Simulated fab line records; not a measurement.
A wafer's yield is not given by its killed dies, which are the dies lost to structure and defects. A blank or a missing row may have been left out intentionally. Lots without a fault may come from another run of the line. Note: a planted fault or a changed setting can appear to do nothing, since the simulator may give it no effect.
fab line records	flow nand-harc
record: lots: 5	wafers: 15	last-day: 33
route steps=1302 shown P_GATE@185 END@1302
lots with no fault: from the same line, run without faults
start-h: start of the lot's first displayed wafer, in hours after the record's first day	wait-h: hours elapsed since this lot's preceding step	" unchanged from the row above	L1.1+2: several wafers, shown together as one row	- no value, or no start given	* or withheld: withheld	< > ~ a bound
route shown NAME@n: a module of which the file shows steps, and the number in the route of the first	usual: mean and standard deviation over wafers with no fault	same: alike in all rows	chamber/n: place in a boat	sites: the reading at each site	_std_site: the standard deviation of these	_edge_site: mean of outer sites minus mean of inner sites	radius-mm: for every site, how far away it sits from the centre of the wafer	mask NAME#n: copy n	behind: the tool/chamber that last shaped the wafer	hold: why the lot went on hold/how many hours it stayed there/how the hold came to an end	device: the n, p or np transistor that did not switch	end of line: tests run on the same wafers once the route is complete	for a step that has no rows: nothing shown but its recipe	killed: not the wafer's yield, but the dies lost to structure and defects at the first sort	map: dies across one wafer; x = killed, . = not, _ = none there
set.NAME: the setting that was run; set.NAME@STEP: the one run at that earlier step	model.NAME: the simulator's own value behind a step, which no gauge read
certain route steps with their lots: each step a table, each wafer a row
services: when a tool's chamber went out of use (start-h, in hours from the record's first day, below 0 if earlier), for how many hours, and the reason
== steps ==
step: NHARC_P_GATE_CD_MEAS_59
recipe: target-cd-nm: 720	landing-energy-ev: 500
usual: cd-nm: 721.3/3
lot.wafer	tool	chamber	start-h	wait-h	cd-nm
L671.3	cd-sem-03	0	146.39	-	723.7
L671.4	"	0	"	"	728.0
L671.5	"	0	"	"	724.8
L672.3	cd-sem-02	0	146.70	-	723.9
L672.5	"	0	"	"	722.0
L672.6	"	0	"	"	726.0
L683.2	cd-sem-03	0	256.70	-	722.3
L683.3	"	0	"	"	721.7
L683.5	"	0	"	"	725.9
L684.2	cd-sem-03	0	272.23	-	720.5
L684.4	"	0	"	"	721.1
L684.5	"	0	"	"	718.5
L691.2	cd-sem-01	0	347.51	-	719.0
L691.4	"	0	"	"	718.7
L691.5	"	0	"	"	716.8
step: NHARC_P_GATE_HARDBAKE_60
recipe: temp-c: 125	time-s: 80
step: NHARC_P_GATE_DESCUM_61
recipe: time-s: 3	o2-flow-sccm: 200	ar-flow-sccm: 0	bias-power-w: 0	chemistry: O2
usual: drypump-motor-current-A: 5.6/0.38	mfc-ar-sccm: 0.015/0.014	o2-flow-sccm: 200.0/0.53	oes-product-au: 1.000/0.014	rf-vpp-V: 58.0/0.9	showerhead-plenum-p-Torr: 1.94/0.095	throttle-valve-pct: 11.312/0.0091
same: bias-power-w: 0
lot.wafer	tool	chamber	start-h	wait-h	drypump-motor-current-A	mfc-ar-sccm	o2-flow-sccm	oes-product-au	rf-hours-counter-h	rf-vpp-V	showerhead-plenum-p-Torr	throttle-valve-pct
L671.4	rie-diel-08	1	146.55	-	6.1	0	199.5	0.994	8	57.9	1.95	11.319
L671.3	"	3	"	"	5.7	0	200.3	1.012	7	58.4	2.04	11.302
L671.5	"	2	"	"	5.3	0.034	200.1	1.017	-	57.8	1.94	11.318
L672.3	rie-diel-08	2	146.86	-	5.3	0.034	200.5	1.016	7	56.9	1.94	11.308
L672.5	"	2	"	"	5.3	0.034	199.4	1.033	-	57.1	1.94	11.307
L672.6	"	3	"	"	5.8	0	200.7	1.012	-	58.5	2.04	11.311
L683.2	rie-diel-13	2	256.87	-	5.2	0.034	200.1	0.996	5	58.1	2.06	11.315
L683.3	"	3	"	"	5.1	0.029	200.1	1.005	5	59.0	1.85	11.297
L683.5	"	1	"	"	5.8	0.024	199.9	0.977	-	57.4	1.83	11.300
L684.2	rie-diel-13	2	272.39	-	5.2	0.034	200.0	0.991	6	58.2	2.06	11.327
L684.4	"	1	"	"	5.8	0.024	200.1	0.965	6	57.6	1.83	11.313
L684.5	"	3	"	"	5.0	0.029	200.2	0.990	-	56.9	1.85	11.322
L691.2	rie-diel-09	1	347.68	-	6.1	0	200.7	0.999	0	58.1	1.94	11.321
L691.4	"	3	"	"	6.1	0	199.8	1.004	1	56.3	2.02	11.312
L691.5	"	1	"	"	6.1	0	200.0	1.002	-	58.0	1.94	11.313
step: NHARC_P_GATE_IMPLANT_62
recipe: energy-kev: 20	dose-cm2: 3e+15	tilt-deg: 7
step: NHARC_P_GATE_STRIP_112
recipe: power-w: 1500	temp-c: 110	time-s: 200	chemistry: N2/H2
usual: drypump-motor-current-A: 5.90/0.24	heater-power-w: 98/11
lot.wafer	tool	chamber	start-h	wait-h	drypump-motor-current-A	heater-power-w	rf-hours-counter-h
L671.3	plasma-asher-01	0	147.03	0.2	5.66	91	-
L671.4	"	1	"	"	5.54	84	-
L671.5	"	0	"	"	5.67	90	-
L672.3	plasma-asher-02	1	147.35	0.3	6.08	110	-
L672.5	"	0	"	"	6.07	103	-
L672.6	"	1	"	"	6.07	109	-
L683.2	plasma-asher-01	0	257.22	0.2	5.67	86	17
L683.3	"	0	"	"	5.70	86	-
L683.5	"	1	"	"	5.53	82	-
L684.2	plasma-asher-02	1	272.76	0.2	6.09	110	2
L684.4	"	0	"	"	6.08	104	-
L684.5	"	0	"	"	6.07	107	-
L691.2	plasma-asher-02	1	348.09	0.2	6.09	109	22
L691.4	"	1	"	"	6.11	109	-
L691.5	"	0	"	"	6.07	105	-
step: NHARC_P_GATE_STRIP_76
recipe: power-w: 1500	temp-c: 250	chemistry: O2
usual: drypump-motor-current-A: 5.90/0.24	heater-power-w: 368/40
lot.wafer	tool	chamber	start-h	wait-h	drypump-motor-current-A	heater-power-w	rf-hours-counter-h
L671.3	plasma-asher-01	0	147.22	0.2	5.67	341	-
L671.4	"	1	"	"	5.50	328	-
L671.5	"	0	"	"	5.68	347	-
L672.3	plasma-asher-02	1	147.52	0.1	6.08	399	-
L672.5	"	0	"	"	6.09	376	-
L672.6	"	1	"	"	6.10	410	-
L683.2	plasma-asher-01	0	257.48	0.2	5.75	328	18
L683.3	"	0	"	"	5.67	327	-
L683.5	"	1	"	"	5.52	302	-
L684.2	plasma-asher-02	1	273.02	0.2	6.11	411	3
L684.4	"	0	"	"	6.08	388	-
L684.5	"	0	"	"	6.08	391	-
L691.2	plasma-asher-02	1	348.32	0.2	6.09	400	22
L691.4	"	1	"	"	6.08	413	-
L691.5	"	0	"	"	6.08	400	-
step: NHARC_P_GATE_STRIP_63
recipe: time-s: 900	temp-c: 130	chemistry: SPM
step: NHARC_P_GATE_DEHYDRATE_83
recipe: temp-c: 150	time-s: 120
step: NHARC_P_GATE_HMDS_84
recipe: time-s: 30
step: NHARC_P_GATE_COAT_85
recipe: spin-rpm: 3000
step: NHARC_P_GATE_SOFTBAKE_86
recipe: temp-c: 122	time-s: 95
step: NHARC_P_GATE_EBR_87
step: NHARC_P_GATE_EXPOSE_88
recipe: na: 0.6	target-cd-nm: 2000	dose-mj: 11.87	mask-id: P_HVN
usual: stage-vel-mm-s: 500.07/0.26
lot.wafer	tool	chamber	start-h	wait-h	mask	stage-vel-mm-s
L671.3	krf-scanner-02	0	147.97	-	P_HVN_R1#0	499.70
L671.4	"	0	"	"	P_HVN_R1#0	500.02
L671.5	"	0	"	"	P_HVN_R1#0	499.51
L672.3	krf-scanner-03	0	148.25	-	P_HVN#0	500.37
L672.5	"	0	"	"	P_HVN#0	500.43
L672.6	"	0	"	"	P_HVN#0	500.73
L683.2	krf-scanner-02	0	258.12	-	P_HVN#0	499.92
L683.3	"	0	"	"	P_HVN#0	500.30
L683.5	"	0	"	"	P_HVN#0	500.16
L684.2	krf-scanner-04	0	273.79	-	P_HVN#0	500.45
L684.4	"	0	"	"	P_HVN#0	500.04
L684.5	"	0	"	"	P_HVN#0	500.45
L691.2	krf-scanner-02	0	349.14	-	P_HVN#0	500.47
L691.4	"	0	"	"	P_HVN#0	500.13
L691.5	"	0	"	"	P_HVN#0	500.42
step: NHARC_P_GATE_PEB_89
recipe: peb-temp-c: 118	peb-time-s: 85
step: NHARC_P_GATE_DEVELOP_90
recipe: time-s: 70
step: NHARC_P_GATE_CD_MEAS_91
recipe: target-cd-nm: 2000	landing-energy-ev: 500
usual: cd-nm: 2000.5/2.8
lot.wafer	tool	chamber	start-h	wait-h	cd-nm
L671.3	cd-sem-02	0	148.12	-	1893.9
L671.4	"	0	"	"	1895.7
L671.5	"	0	"	"	1893.2
L672.3	cd-sem-01	0	148.40	-	1998.9
L672.5	"	0	"	"	2001.2
L672.6	"	0	"	"	2000.3
L683.2	cd-sem-02	0	258.28	-	1997.8
L683.3	"	0	"	"	1995.4
L683.5	"	0	"	"	1998.9
L684.2	cd-sem-02	0	273.95	-	2004.0
L684.4	"	0	"	"	2003.1
L684.5	"	0	"	"	2001.7
L691.2	cd-sem-02	0	349.29	-	1998.5
L691.4	"	0	"	"	1998.0
L691.5	"	0	"	"	1995.1
step: NHARC_P_GATE_HARDBAKE_92
recipe: temp-c: 125	time-s: 80
step: NHARC_P_GATE_DESCUM_93
recipe: time-s: 3	o2-flow-sccm: 200	ar-flow-sccm: 0	bias-power-w: 0	chemistry: O2
usual: drypump-motor-current-A: 5.7/0.42	mfc-ar-sccm: 0.012/0.014	o2-flow-sccm: 200.0/0.58	oes-product-au: 1.005/0.012	rf-vpp-V: 57.9/0.99	showerhead-plenum-p-Torr: 1.94/0.089	throttle-valve-pct: 11.312/0.0093
same: bias-power-w: 0
lot.wafer	tool	chamber	start-h	wait-h	drypump-motor-current-A	mfc-ar-sccm	o2-flow-sccm	oes-product-au	rf-hours-counter-h	rf-vpp-V	showerhead-plenum-p-Torr	throttle-valve-pct	model.P_GATE.cd-nm
L671.4	rie-diel-08	2	148.29	-	5.3	0.034	200.4	1.028	7	56.9	1.94	11.318	1896
L671.3	"	3	"	"	5.7	0	199.9	1.013	7	57.7	2.04	11.321	1894
L671.5	"	1	"	"	6.1	0	201.5	0.995	-	57.9	1.95	11.303	1893
L672.3	rie-diel-13	3	148.58	-	5.0	0.029	200.6	1.017	10	57.0	1.85	11.307	1999
L672.5	"	1	"	"	5.8	0.024	200.0	0.990	-	57.9	1.83	11.313	2001
L672.6	"	2	"	"	5.2	0.034	199.7	0.988	-	58.7	2.06	11.309	2001
L683.2	rie-diel-09	1	258.45	-	6.1	0	200.5	1.017	5	57.4	1.95	11.313	1998
L683.3	"	3	"	"	6.1	0	199.3	1.004	6	59.9	2.02	11.315	1996
L683.5	"	1	"	"	6.1	0	200.6	1.020	-	56.1	1.94	11.335	1999
L684.2	rie-diel-08	3	274.12	-	5.7	0	199.6	1.009	4	59.3	2.04	11.306	2002
L684.4	"	0	"	"	6.0	0.013	200.3	1.013	5	56.7	1.78	11.331	2003
L684.5	"	3	"	"	5.7	0	199.7	1.007	-	57.7	2.04	11.301	2001
L691.4	rie-diel-09	0	349.46	-	4.8	0.002	199.1	1.014	1	57.9	1.95	11.322	1997
L691.2	"	2	"	"	6.0	0.009	200.0	0.984	1	55.9	1.80	11.310	1998
L691.5	"	0	"	"	4.9	0.002	200.0	1.006	-	56.0	1.95	11.332	1994
step: NHARC_P_GATE_IMPLANT_94
recipe: energy-kev: 60	dose-cm2: 2e+15	tilt-deg: 7
step: NHARC_END_SORT_01
recipe: temp-c: 25
usual: killed-at-array: 52/17	killed-at-other: 1.2/1.4	killed-at-periphery: 4.7/2.9	killed-dies: 58/17	killed-open: 3.2/1.9	killed-short: 2.4/1.4
same: gross-dies: 677
lot.wafer	tool	chamber	start-h	wait-h	killed-at-array	killed-at-other	killed-at-periphery	killed-dies	killed-open	killed-short
L683.2	prober-01	0	698.78	2.8	84	0	3	87	7	5
L683.3	prober-01	0	699.59	3.1	69	2	1	72	3	1
L683.5	prober-01	0	701.20	3.7	74	0	1	75	4	4
killed by level:class
L683.2 A_SLIT:chamber-film-flake=38 A_CHANNEL_HOLE_D1:chamber-film-flake=24 A_CONTACT:chamber-film-flake=8 A_CHANNEL_FILL_D2:geometric-particle:short=3 A_STAIRCASE:chamber-film-flake=2 P_CONTACT:geometric-particle:open=1 P_M1:geometric-particle:open=1 A_SOURCE_PLATE:geometric-particle:short=1
L683.3 A_CHANNEL_HOLE_D1:chamber-film-flake=24 A_SLIT:chamber-film-flake=23 A_CONTACT:chamber-film-flake=10 A_CHANNEL_FILL_D2:chamber-film-flake=5 A_STAIRCASE:chamber-film-flake=3 THIN_TSV:chamber-film-flake=2 P_M1:geometric-particle:open=1 A_ONON_D2:geometric-particle:open=1
L683.5 A_SLIT:chamber-film-flake=28 A_CHANNEL_HOLE_D1:chamber-film-flake=25 A_CONTACT:chamber-film-flake=7 A_SGD_CUT:chamber-film-flake=2 A_STAIRCASE:chamber-film-flake=2 A_BONDPAD:chamber-film-flake=2 P_M0:geometric-particle:open=1 A_ONON_D1:geometric-particle:short=1
== services ==
tool	chamber	start-h	hours	kind
krf-scanner-02	-	129.66	3.4	repair
rie-diel-08	0	131.82	3.2	repair
rie-diel-09	-	143.10	9.0	pm
rie-diel-09	3	154.89	8.6	repair
rie-diel-13	-	165.00	9.0	pm
plasma-asher-01	-	165.07	9.0	pm
krf-scanner-04	-	182.01	4.0	pm
rie-diel-08	-	190.80	9.0	pm
krf-scanner-02	-	193.67	0.4	repair
rie-diel-09	3	200.05	2.7	repair
rie-diel-13	-	203.11	0.3	repair
plasma-asher-01	-	209.48	4.9	repair
krf-scanner-04	-	221.44	0.4	repair
plasma-asher-02	-	250.04	9.0	pm
krf-scanner-02	-	266.03	4.0	pm
plasma-asher-01	-	292.14	3.1	repair
rie-diel-13	3	298.39	30.6	repair
rie-diel-09	2	299.62	4.5	repair
rie-diel-08	0	310.99	14.5	repair
rie-diel-09	2	311.19	16.1	repair
rie-diel-09	-	320.10	9.0	pm
rie-diel-09	1	329.92	8.1	repair
rie-diel-13	-	342.00	9.0	pm
plasma-asher-01	-	342.07	9.0	pm
== key ==
first-sign: step: NHARC_P_GATE_EXPOSE_88	reading: mask	direction: changed
effect: step: NHARC_P_GATE_CD_MEAS_91	reading: cd-nm	direction: down	sigmas: 38	usual: 2000.5	struck: 1894.3
model-effect: step: NHARC_P_GATE_DESCUM_93	value: P_GATE.cd-nm	without: 2003	struck: 1894
met-at NHARC_P_GATE_EXPOSE_88
struck-wafers L671.3,L671.4,L671.5
tester-left-out L671
fault: kind: wrong-mask	tool: any	chamber: -	onset-h: 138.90	steps: NHARC_P_GATE_EXPOSE_88	aux-copy: P_HVN_R1#0	cd-offset-nm: -108.95	scope: struck-lots-only
tester-left-out: of these lots the tester's yield and bins aren't shown, on N5 and GAA mostly nor the transistor test; their killed dies are dies lost to structure and defects alone, not to doping, threshold or leakage, so they don't give the yield
